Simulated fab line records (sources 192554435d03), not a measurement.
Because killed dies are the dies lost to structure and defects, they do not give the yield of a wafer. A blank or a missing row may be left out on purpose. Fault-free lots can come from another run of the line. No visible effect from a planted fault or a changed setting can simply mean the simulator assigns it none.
fab line records	flow n5-finfet
record: lots: 24	wafers: 72	last-day: 17
route steps=1938 shown BEOL_M3@972
lots that met no fault: from a run of the same line without faults
start-h: start of the lot's first displayed wafer, in hours after the record's first day	wait-h: hours elapsed since this lot's preceding step	" same as the row above	L1.1+2: a single row standing in for several wafers	- no value, or no start given	* or withheld: withheld	< > ~ a bound
route shown NAME@n: a module of which the file shows steps, and the number in the route of the first	usual: mean/standard deviation of fault-free wafers	same: alike in all rows	chamber/n: place in a boat	sites: per-site readings	_std_site: the values' standard deviation	_edge_site: mean of outer sites minus mean of inner sites	radius-mm: for every site, how far away it sits from the centre of the wafer	mask NAME#n: copy n	behind: the tool/chamber that last shaped the wafer	hold: why the lot went on hold/how many hours it stayed there/how the hold came to an end	device: transistor that didn't switch, given as n, p or np	end of line: tests run on the same wafers once the route is complete	a step with no rows: only its recipe	killed: the dies lost at the first sort to structure and to defects; this is not the yield of the wafer	map: shows each die of a wafer: x if killed, . if not, _ if none is there
set.NAME: setting as actually run; set.NAME@STEP: the setting as run at that earlier step	model.NAME: the simulator's own value behind a step, which no gauge read
one table for each step of the route and one row for each wafer, over a sample of lots
services: the hour from which a tool's chamber was out of use, counted from the record's first day as start-h (under 0 if before that day), plus the number of hours and why
== steps ==
step: N5_BEOL_M3_ALD_98
recipe: material: SiO2	target-thk-a: 25	temp-c: 100	ald-precursor-family: BDEAS	ald-co-reactant: O2-plasma	pulse-time-s: 1	co-reactant-pulse-time-s: 1	purge-time-s: 2	co-reactant-purge-time-s: 2	ald-cycles: 17	pressure-torr: 2
usual: heater-power-w: 77/5.8	precursor-pulse-height-rel: 1.000/0.02
same: pulse-time-s: 1
lot.wafer	tool	chamber	start-h	wait-h	heater-power-w	precursor-pulse-height-rel
L074.1	ald-sin-03	2	141.67	0.1	72	1.002
L074.2	"	3	"	"	84	0.970
L074.4	"	0	"	"	75	1.004
L076.1	ald-sin-03	2	154.79	0.1	70	0.967
L076.2	"	3	"	"	89	0.995
L076.4	"	1	"	"	75	0.992
L075.3	ald-sin-04	1	158.08	0.9	75	1.032
L075.4	"	3	"	"	75	1.001
L075.6	"	2	"	"	82	1.015
L077.1	ald-sin-04	2	163.04	0.4	84	1.004
L077.2	"	1	"	"	76	1.029
L077.5	"	2	"	"	82	0.989
L078.2	ald-sin-02	0	171.58	0.1	74	0.961
L078.3	"	3	"	"	65	1.008
L078.5	"	2	"	"	71	1.010
L079.1	ald-sin-04	3	172.76	0.1	75	0.987
L079.2	"	1	"	"	76	1.007
L079.6	"	0	"	"	81	1.018
L080.1	ald-sin-04	0	180.43	0.1	83	1.027
L080.2	"	1	"	"	76	0.980
L080.4	"	3	"	"	75	0.994
L081.2	ald-sin-04	1	186.22	0.3	77	0.991
L081.3	"	0	"	"	81	1.009
L081.6	"	3	"	"	74	0.993
L082.1	ald-sin-03	3	186.80	0.1	88	1.000
L082.2	"	0	"	"	73	0.993
L082.6	"	1	"	"	76	0.992
L083.1	ald-sin-02	1	198.94	0.1	87	1.031
L083.2	"	3	"	"	64	0.976
L083.5	"	3	"	"	63	0.983
L084.2	ald-sin-04	2	201.24	0.1	83	0.960
L084.4	"	0	"	"	79	0.995
L084.5	"	0	"	"	79	1.020
L085.1	ald-sin-04	0	213.62	0.1	79	0.965
L085.3	"	3	"	"	77	0.985
L085.5	"	2	"	"	82	1.031
L086.1	ald-sin-02	2	221.12	0.2	72	0.985
L086.4	"	3	"	"	66	1.033
L086.5	"	2	"	"	73	1.018
L087.1	ald-sin-03	0	225.53	0.1	72	0.977
L087.4	"	1	"	"	73	0.993
L087.5	"	2	"	"	72	1.031
L088.1	ald-sin-03	2	228.83	0.1	73	1.001
L088.3	"	1	"	"	72	1.001
L088.6	"	0	"	"	73	1.020
L089.3	ald-sin-04	2	233.73	0.1	82	1.011
L089.4	"	0	"	"	81	0.986
L089.6	"	2	"	"	82	1.026
L090.4	ald-sin-02	1	242.58	0.0	85	0.979
L090.5	"	0	"	"	70	1.026
L090.6	"	1	"	"	84	1.003
L091.2	ald-sin-04	3	243.56	0.1	76	0.966
L091.3	"	1	"	"	75	0.997
L091.5	"	0	"	"	80	0.996
L092.2	ald-sin-03	1	248.67	0.1	75	0.991
L092.4	"	3	"	"	86	0.993
L092.5	"	1	"	"	75	0.996
L093.1	ald-sin-03	3	256.12	0.1	84	1.026
L093.5	"	2	"	"	73	1.024
L093.6	"	1	"	"	74	1.016
L094.2	ald-sin-03	0	271.79	0.1	70	0.994
L094.4	"	1	"	"	75	1.002
L094.6	"	3	"	"	87	1.018
L095.1	ald-sin-02	3	280.29	1.2	64	1.027
L095.3	"	1	"	"	86	1.024
L095.5	"	0	"	"	71	0.975
L097.2	ald-sin-04	1	282.35	0.3	75	1.022
L097.3	"	3	"	"	79	1.024
L097.4	"	2	"	"	84	0.973
L096.2	ald-sin-03	1	286.36	0.1	77	0.993
L096.4	"	2	"	"	74	0.976
L096.6	"	3	"	"	88	0.972
step: N5_BEOL_M3_ETCHBACK_99
recipe: chemistry: CHF3	target: SiO2	target-depth-a: 50	time-s: 10.4	source-w: 215	bias-w: 47	Ar_flow_sccm: 200	CHF3_flow_sccm: 12	ion-energy-ev: 100	pressure-mtorr: 30
usual: drypump-motor-current-A: 5.5/0.42	oes-product-au: 0.81/0.074	rf-vpp-V: 237/7.5	showerhead-plenum-p-Torr: 2.17/0.08	throttle-valve-pct: 16.96/0.15
lot.wafer	tool	chamber	start-h	wait-h	drypump-motor-current-A	oes-product-au	rf-hours-counter-h	rf-vpp-V	showerhead-plenum-p-Torr	throttle-valve-pct
L074.1	rie-diel-05	1	143.39	1.7	5.8	0.91	27	233	2.22	17.11
L074.2	"	2	"	"	5.1	0.86	56	246	2.26	16.79
L074.4	"	0	"	"	6.0	0.85	58	242	2.17	16.91
L076.1	rie-diel-05	3	160.34	5.5	5.2	0.86	39	246	2.19	16.90
L076.2	"	2	"	"	5.1	0.85	62	246	2.26	16.80
L076.4	"	1	"	"	5.9	0.89	32	234	2.22	17.13
L075.3	rie-diel-05	3	160.80	2.7	5.2	0.86	40	245	2.19	16.89
L075.4	"	1	"	"	5.8	0.90	33	235	2.22	17.11
L075.6	"	2	"	"	5.1	0.85	-	246	2.26	16.80
L077.1	rie-diel-06	3	165.60	2.5	5.9	0.79	135	228	1.99	16.78
L077.2	"	1	"	"	4.7	0.68	230	228	2.12	17.18
L077.5	"	0	"	"	5.6	0.96	-	244	2.20	16.81
L078.2	rie-diel-02	1	171.70	0.1	6.0	0.79	144	228	2.08	16.86
L078.3	"	0	"	"	5.0	0.74	168	249	2.16	17.14
L078.5	"	1	"	"	6.0	0.79	-	228	2.08	16.88
L079.1	rie-diel-02	3	176.16	3.4	5.5	0.74	148	234	2.24	17.09
L079.2	"	0	"	"	5.1	0.74	170	250	2.16	17.15
L079.6	"	2	"	"	5.9	0.71	-	230	2.12	17.14
L080.1	rie-diel-06	2	184.35	3.9	5.4	0.82	92	234	2.26	16.90
L080.2	"	1	"	"	4.7	0.67	234	227	2.12	17.22
L080.4	"	3	"	"	5.9	0.78	140	229	1.99	16.79
L081.2	rie-diel-06	2	187.89	1.6	5.4	0.83	93	235	2.26	16.89
L081.3	"	3	"	"	5.9	0.78	141	228	1.99	16.79
L081.6	"	0	"	"	5.6	0.93	-	244	2.20	16.80
L082.1	rie-diel-06	2	188.48	1.6	5.4	0.82	93	235	2.26	16.90
L082.2	"	3	"	"	5.9	0.78	142	229	1.99	16.80
L082.6	"	1	"	"	4.7	0.67	-	226	2.12	17.19
L083.1	rie-diel-05	1	199.63	0.6	5.8	0.88	44	233	2.22	17.15
L083.2	"	3	"	"	5.2	0.84	51	246	2.18	16.92
L083.5	"	3	"	"	5.1	0.84	-	245	2.18	16.92
L084.2	rie-diel-06	0	203.65	2.4	5.6	0.93	20	244	2.20	16.82
L084.4	"	1	"	"	4.7	0.67	239	227	2.12	17.19
L084.5	"	1	"	"	4.7	0.68	-	228	2.12	17.21
L085.1	rie-diel-02	0	214.93	1.3	5.0	0.73	181	249	2.16	17.16
L085.3	"	1	"	"	6.0	0.76	157	229	2.08	16.87
L085.5	"	2	"	"	5.9	0.71	-	230	2.11	17.15
L086.1	rie-diel-02	0	222.42	1.2	5.0	0.72	183	247	2.16	17.15
L086.4	"	1	"	"	6.0	0.76	160	228	2.08	16.89
L086.5	"	3	"	"	5.5	0.74	-	233	2.24	17.10
L087.1	rie-diel-06	3	226.96	1.4	5.9	0.78	154	228	1.99	16.81
L087.4	"	2	"	"	5.4	0.82	105	235	2.25	16.93
L087.5	"	2	"	"	5.4	0.82	-	234	2.25	16.92
L088.1	rie-diel-06	0	231.38	2.5	5.6	0.91	29	244	2.20	16.83
L088.3	"	3	"	"	5.9	0.78	155	230	1.99	16.81
L088.6	"	0	"	"	5.6	0.91	-	245	2.20	16.83
L089.3	rie-diel-06	3	234.75	1.0	5.9	0.78	156	227	1.99	16.82
L089.4	"	2	"	"	5.4	0.82	107	235	2.25	16.93
L089.6	"	1	"	"	4.7	0.67	-	227	2.12	17.22
L090.4	rie-diel-05	0	243.25	0.6	6.0	0.80	88	241	2.16	16.97
L090.5	"	2	"	"	5.1	0.82	-	246	2.25	16.84
L090.6	"	1	"	"	5.8	0.84	-	233	2.21	17.16
L091.2	rie-diel-05	1	243.91	0.3	5.8	0.85	58	234	2.21	17.18
L091.3	"	0	"	"	6.1	0.81	88	241	2.16	16.96
L091.5	"	1	"	"	5.8	0.85	-	234	2.21	17.16
L092.2	rie-diel-06	3	249.12	0.4	5.9	0.78	161	228	1.99	16.84
L092.4	"	3	"	"	5.9	0.78	-	228	1.99	16.84
L092.5	"	0	"	"	5.7	0.91	-	243	2.19	16.84
L093.1	rie-diel-02	2	256.39	0.2	5.9	0.70	224	231	2.11	17.20
L093.5	"	2	"	"	5.9	0.70	-	230	2.11	17.18
L093.6	"	3	"	"	5.5	0.73	-	234	2.23	17.12
L094.2	rie-diel-06	1	273.57	1.7	4.7	0.95	4	227	2.11	16.75
L094.4	"	1	"	"	4.7	0.96	-	227	2.11	16.75
L094.6	"	2	"	"	5.4	0.79	-	234	2.25	16.95
L095.1	rie-diel-05	0	280.54	0.2	6.0	0.80	99	243	2.16	16.99
L095.3	"	2	"	"	5.1	0.80	98	245	2.25	16.86
L095.5	"	1	"	"	5.9	0.84	-	234	2.21	17.18
L097.2	rie-diel-06	3	284.02	1.6	5.9	0.77	170	229	1.98	16.85
L097.3	"	0	"	"	5.7	0.88	48	244	2.19	16.85
L097.4	"	2	"	"	5.4	0.80	125	234	2.25	16.96
L096.2	rie-diel-05	3	289.02	2.6	5.2	0.80	79	245	2.17	16.96
L096.4	"	0	"	"	6.0	0.79	102	242	2.16	17.01
L096.6	"	2	"	"	5.1	0.79	-	245	2.24	16.86
step: N5_BEOL_M3_SPUTTER_88
recipe: material: Cu	target-thk-a: 45	temp-c: -20	chamber-pressure-pa: 0.07	power-w: withheld	time-s: 8.29
usual: throttle-valve-pct: 29.7/0.91
lot.wafer	tool	chamber	start-h	wait-h	throttle-valve-pct
L074.1	pvd-sputter-02	-	145.62	0.1	29.3
L074.2	"	-	"	"	29.1
L074.4	"	-	"	"	29.9
L076.1	pvd-sputter-03	-	162.63	0.1	30.5
L076.2	"	-	"	"	29.7
L076.4	"	-	"	"	29.9
L075.3	pvd-sputter-01	-	162.87	0.1	28.8
L075.4	"	-	"	"	30.9
L075.6	"	-	"	"	30.0
L077.1	pvd-sputter-03	-	169.88	0.1	29.9
L077.2	"	-	"	"	30.4
L077.5	"	-	"	"	30.0
L078.2	pvd-sputter-01	-	175.61	0.1	30.3
L078.3	"	-	"	"	30.1
L078.5	"	-	"	"	28.7
L079.1	pvd-sputter-02	-	178.59	0.1	31.3
L079.2	"	-	"	"	29.3
L079.6	"	-	"	"	31.1
L080.1	pvd-sputter-03	-	186.76	0.1	29.8
L080.2	"	-	"	"	30.3
L080.4	"	-	"	"	27.6
L081.2	pvd-sputter-03	-	190.28	0.1	29.8
L081.3	"	-	"	"	27.8
L081.6	"	-	"	"	29.4
L082.1	pvd-sputter-01	-	190.76	0.1	30.9
L082.2	"	-	"	"	30.3
L082.6	"	-	"	"	30.6
L083.1	pvd-sputter-03	-	202.00	0.1	29.8
L083.2	"	-	"	"	30.6
L083.5	"	-	"	"	29.8
L084.2	pvd-sputter-02	-	206.57	0.1	28.7
L084.4	"	-	"	"	29.1
L084.5	"	-	"	"	28.8
L085.1	pvd-sputter-03	-	217.52	0.1	30.6
L085.3	"	-	"	"	29.6
L085.5	"	-	"	"	29.7
L086.1	pvd-sputter-03	-	224.84	0.1	27.7
L086.4	"	-	"	"	29.8
L086.5	"	-	"	"	30.6
L087.1	pvd-sputter-02	-	230.00	0.1	28.8
L087.4	"	-	"	"	31.2
L087.5	"	-	"	"	28.7
L088.1	pvd-sputter-02	-	235.68	0.1	29.0
L088.3	"	-	"	"	29.7
L088.6	"	-	"	"	29.8
L089.3	pvd-sputter-03	-	237.12	0.1	29.6
L089.4	"	-	"	"	27.8
L089.6	"	-	"	"	29.7
L090.4	pvd-sputter-01	-	245.52	0.1	28.7
L090.5	"	-	"	"	28.7
L090.6	"	-	"	"	30.2
L091.2	pvd-sputter-02	-	246.22	0.1	31.0
L091.3	"	-	"	"	29.0
L091.5	"	-	"	"	29.1
L092.2	pvd-sputter-02	-	252.05	0.1	29.7
L092.4	"	-	"	"	28.5
L092.5	"	-	"	"	28.7
L093.1	pvd-sputter-03	-	258.70	0.1	31.1
L093.5	"	-	"	"	29.7
L093.6	"	-	"	"	30.5
L094.2	pvd-sputter-02	-	275.94	0.1	31.1
L094.4	"	-	"	"	28.8
L094.6	"	-	"	"	31.0
L095.1	pvd-sputter-01	-	283.24	0.1	30.3
L095.3	"	-	"	"	30.0
L095.5	"	-	"	"	30.3
L097.2	pvd-sputter-02	-	287.08	0.1	28.8
L097.3	"	-	"	"	29.8
L097.4	"	-	"	"	30.9
L096.2	pvd-sputter-02	-	291.54	0.1	29.0
L096.4	"	-	"	"	29.6
L096.6	"	-	"	"	28.9
step: N5_BEOL_M3_ANNEAL_91
recipe: temp-c: 400	time-s: 240	ambient: vacuum
usual: heater-power-w: 801/100
lot.wafer	tool	chamber	start-h	wait-h	heater-power-w
L074.1	pvd-sputter-02	-	145.92	0.0	887
L074.2	"	-	"	"	702
L074.4	"	-	"	"	713
L076.1	pvd-sputter-03	-	162.93	0.0	736
L076.2	"	-	"	"	777
L076.4	"	-	"	"	883
L075.3	pvd-sputter-01	-	163.17	0.0	874
L075.4	"	-	"	"	758
L075.6	"	-	"	"	932
L077.1	pvd-sputter-03	-	170.18	0.0	866
L077.2	"	-	"	"	747
L077.5	"	-	"	"	859
L078.2	pvd-sputter-01	-	175.91	0.0	925
L078.3	"	-	"	"	725
L078.5	"	-	"	"	864
L079.1	pvd-sputter-02	-	178.89	0.0	696
L079.2	"	-	"	"	877
L079.6	"	-	"	"	720
L080.1	pvd-sputter-03	-	187.06	0.0	865
L080.2	"	-	"	"	764
L080.4	"	-	"	"	1029
L081.2	pvd-sputter-03	-	190.58	0.0	787
L081.3	"	-	"	"	1067
L081.6	"	-	"	"	865
L082.1	pvd-sputter-01	-	191.06	0.0	756
L082.2	"	-	"	"	730
L082.6	"	-	"	"	767
L083.1	pvd-sputter-03	-	202.30	0.0	740
L083.2	"	-	"	"	745
L083.5	"	-	"	"	767
L084.2	pvd-sputter-02	-	206.87	0.0	744
L084.4	"	-	"	"	882
L084.5	"	-	"	"	711
L085.1	pvd-sputter-03	-	217.82	0.0	724
L085.3	"	-	"	"	862
L085.5	"	-	"	"	739
L086.1	pvd-sputter-03	-	225.14	0.0	1079
L086.4	"	-	"	"	751
L086.5	"	-	"	"	736
L087.1	pvd-sputter-02	-	230.30	0.0	705
L087.4	"	-	"	"	707
L087.5	"	-	"	"	717
L088.1	pvd-sputter-02	-	235.98	0.0	722
L088.3	"	-	"	"	716
L088.6	"	-	"	"	718
L089.3	pvd-sputter-03	-	237.42	0.0	882
L089.4	"	-	"	"	1050
L089.6	"	-	"	"	858
L090.4	pvd-sputter-01	-	245.82	0.0	859
L090.5	"	-	"	"	857
L090.6	"	-	"	"	930
L091.2	pvd-sputter-02	-	246.52	0.0	725
L091.3	"	-	"	"	878
L091.5	"	-	"	"	891
L092.2	pvd-sputter-02	-	252.35	0.0	694
L092.4	"	-	"	"	724
L092.5	"	-	"	"	727
L093.1	pvd-sputter-03	-	259.00	0.0	755
L093.5	"	-	"	"	862
L093.6	"	-	"	"	755
L094.2	pvd-sputter-02	-	276.24	0.0	683
L094.4	"	-	"	"	717
L094.6	"	-	"	"	716
L095.1	pvd-sputter-01	-	283.54	0.0	709
L095.3	"	-	"	"	930
L095.5	"	-	"	"	744
L097.2	pvd-sputter-02	-	287.38	0.0	730
L097.3	"	-	"	"	699
L097.4	"	-	"	"	686
L096.2	pvd-sputter-02	-	291.87	0.0	887
L096.4	"	-	"	"	705
L096.6	"	-	"	"	912
step: N5_BEOL_M3_CO_CAP_55
recipe: material: Co	target-thk-a: 20	temp-c: 200	precursor: CCTBA/H2	pressure-torr: 30	time-s: 102.1
usual: heater-power-w: 230/17
lot.wafer	tool	chamber	start-h	wait-h	heater-power-w
L074.1	cvd-co-02	2	147.37	0.0	237
L074.2	"	0	"	"	250
L074.4	"	1	"	"	212
L076.1	cvd-co-02	1	164.38	0.0	209
L076.2	"	0	"	"	254
L076.4	"	0	"	"	253
L075.3	cvd-co-01	0	164.65	0.0	206
L075.4	"	0	"	"	216
L075.6	"	1	"	"	241
L077.1	cvd-co-01	2	171.62	0.0	216
L077.2	"	0	"	"	212
L077.5	"	2	"	"	217
L078.2	cvd-co-01	1	177.36	0.0	240
L078.3	"	0	"	"	209
L078.5	"	1	"	"	244
L079.1	cvd-co-01	0	180.50	0.0	209
L079.2	"	2	"	"	221
L079.6	"	1	"	"	235
L080.1	cvd-co-02	0	188.57	0.0	247
L080.2	"	2	"	"	240
L080.4	"	2	"	"	243
L081.2	cvd-co-01	1	192.03	0.0	232
L081.3	"	2	"	"	222
L081.6	"	1	"	"	233
L082.1	cvd-co-02	2	192.51	0.0	237
L082.2	"	0	"	"	257
L082.6	"	2	"	"	245
L083.1	cvd-co-02	2	203.74	0.0	238
L083.2	"	0	"	"	252
L083.5	"	2	"	"	241
L084.2	cvd-co-01	2	208.49	0.0	220
L084.4	"	1	"	"	231
L084.5	"	2	"	"	220
L085.1	cvd-co-01	1	219.26	0.0	233
L085.3	"	2	"	"	221
L085.5	"	2	"	"	218
L086.1	cvd-co-01	1	226.58	0.0	230
L086.4	"	1	"	"	234
L086.5	"	2	"	"	222
L087.1	cvd-co-02	1	231.75	0.0	212
L087.4	"	2	"	"	242
L087.5	"	0	"	"	255
L088.1	cvd-co-02	2	237.42	0.0	238
L088.3	"	1	"	"	219
L088.6	"	0	"	"	259
L089.3	cvd-co-02	0	238.86	0.0	259
L089.4	"	1	"	"	220
L089.6	"	0	"	"	253
L090.4	cvd-co-01	0	247.32	0.0	218
L090.5	"	2	"	"	215
L090.6	"	1	"	"	239
L091.2	cvd-co-02	0	247.98	0.0	250
L091.3	"	2	"	"	242
L091.5	"	2	"	"	244
L092.2	cvd-co-02	1	253.80	0.0	207
L092.4	"	2	"	"	242
L092.5	"	0	"	"	258
L093.1	cvd-co-02	1	260.45	0.0	213
L093.5	"	1	"	"	205
L093.6	"	0	"	"	253
L094.2	cvd-co-02	2	277.68	0.0	238
L094.4	"	2	"	"	242
L094.6	"	0	"	"	249
L095.1	cvd-co-02	2	284.99	0.0	247
L095.3	"	0	"	"	252
L095.5	"	0	"	"	254
L097.2	cvd-co-02	0	288.93	0.0	254
L097.3	"	2	"	"	244
L097.4	"	1	"	"	212
L096.2	cvd-co-02	2	293.37	0.0	236
L096.4	"	2	"	"	243
L096.6	"	1	"	"	215
step: N5_BEOL_M3_INSPECT_59
recipe: inspect-instrument: darkfield	mode: post-dep
usual: raw-defect-count: 67/23
lot.wafer	tool	chamber	start-h	wait-h	raw-defect-count
L074.1	defect-inspect-01	-	147.58	0.0	70
L074.2	"	-	"	"	59
L074.4	"	-	"	"	44
L076.1	defect-inspect-02	-	164.61	0.0	47
L076.2	"	-	"	"	33
L076.4	"	-	"	"	45
L075.3	defect-inspect-01	-	164.86	0.0	67
L075.4	"	-	"	"	74
L075.6	"	-	"	"	96
L077.1	defect-inspect-01	-	171.83	0.0	96
L077.2	"	-	"	"	65
L077.5	"	-	"	"	82
L078.2	defect-inspect-01	-	177.57	0.0	111
L078.3	"	-	"	"	105
L078.5	"	-	"	"	87
L079.1	defect-inspect-01	-	180.71	0.0	78
L079.2	"	-	"	"	67
L079.6	"	-	"	"	40
L080.1	defect-inspect-02	-	188.79	0.0	80
L080.2	"	-	"	"	115
L080.4	"	-	"	"	93
L081.2	defect-inspect-02	-	192.24	0.0	53
L081.3	"	-	"	"	67
L081.6	"	-	"	"	107
L082.1	defect-inspect-02	-	192.71	0.0	51
L082.2	"	-	"	"	114
L082.6	"	-	"	"	87
L083.1	defect-inspect-02	-	203.95	0.0	38
L083.2	"	-	"	"	72
L083.5	"	-	"	"	31
L084.2	defect-inspect-02	-	208.73	0.0	56
L084.4	"	-	"	"	80
L084.5	"	-	"	"	81
L085.1	defect-inspect-02	-	219.47	0.0	40
L085.3	"	-	"	"	46
L085.5	"	-	"	"	43
L086.1	defect-inspect-02	-	226.82	0.0	41
L086.4	"	-	"	"	89
L086.5	"	-	"	"	54
L087.1	defect-inspect-01	-	231.96	0.0	45
L087.4	"	-	"	"	69
L087.5	"	-	"	"	42
L088.1	defect-inspect-02	-	237.63	0.0	94
L088.3	"	-	"	"	59
L088.6	"	-	"	"	60
L089.3	defect-inspect-02	-	239.07	0.0	62
L089.4	"	-	"	"	74
L089.6	"	-	"	"	127
L090.4	defect-inspect-02	-	247.62	0.0	64
L090.5	"	-	"	"	89
L090.6	"	-	"	"	64
L091.2	defect-inspect-01	-	248.19	0.0	33
L091.3	"	-	"	"	59
L091.5	"	-	"	"	39
L092.2	defect-inspect-02	-	254.01	0.0	95
L092.4	"	-	"	"	66
L092.5	"	-	"	"	56
L093.1	defect-inspect-02	-	260.66	0.0	66
L093.5	"	-	"	"	47
L093.6	"	-	"	"	81
L094.2	defect-inspect-02	-	277.89	0.0	28
L094.4	"	-	"	"	63
L094.6	"	-	"	"	72
L095.1	defect-inspect-02	-	285.20	0.0	67
L095.3	"	-	"	"	79
L095.5	"	-	"	"	61
L097.2	defect-inspect-01	-	289.14	0.0	61
L097.3	"	-	"	"	40
L097.4	"	-	"	"	50
L096.2	defect-inspect-01	-	293.70	0.0	86
L096.4	"	-	"	"	97
L096.6	"	-	"	"	162
== services ==
tool	chamber	start-h	hours	kind
cvd-co-02	0	123.49	17.2	repair
rie-diel-02	3	135.96	8.7	repair
ald-sin-02	-	157.23	6.1	pm
ald-sin-02	1	167.07	5.7	repair
cvd-co-02	0	174.69	6.3	repair
ald-sin-02	-	176.75	14.0	pm
ald-sin-03	2	199.00	3.5	repair
ald-sin-04	0	206.56	3.3	repair
rie-diel-05	2	208.68	3.8	repair
cvd-co-01	-	219.58	0.3	repair
rie-diel-05	0	221.63	2.8	repair
cvd-co-02	-	221.99	6.9	pm
ald-sin-02	1	233.05	2.1	repair
rie-diel-06	1	237.52	-	clean
rie-diel-06	1	237.52	-	consumable-replace:focus-ring
rie-diel-06	1	237.52	21.4	scheduled-down
rie-diel-06	1	237.52	21.4	vent-cycle
ald-sin-03	0	258.52	10.7	repair
ald-sin-04	1	259.27	1.3	repair
cvd-co-02	-	264.23	0.8	repair
rie-diel-06	3	272.94	8.2	repair
ald-sin-03	0	276.68	23.0	repair
rie-diel-05	2	292.50	6.9	repair
ald-sin-04	-	292.72	1.0	repair
== key ==
fault none
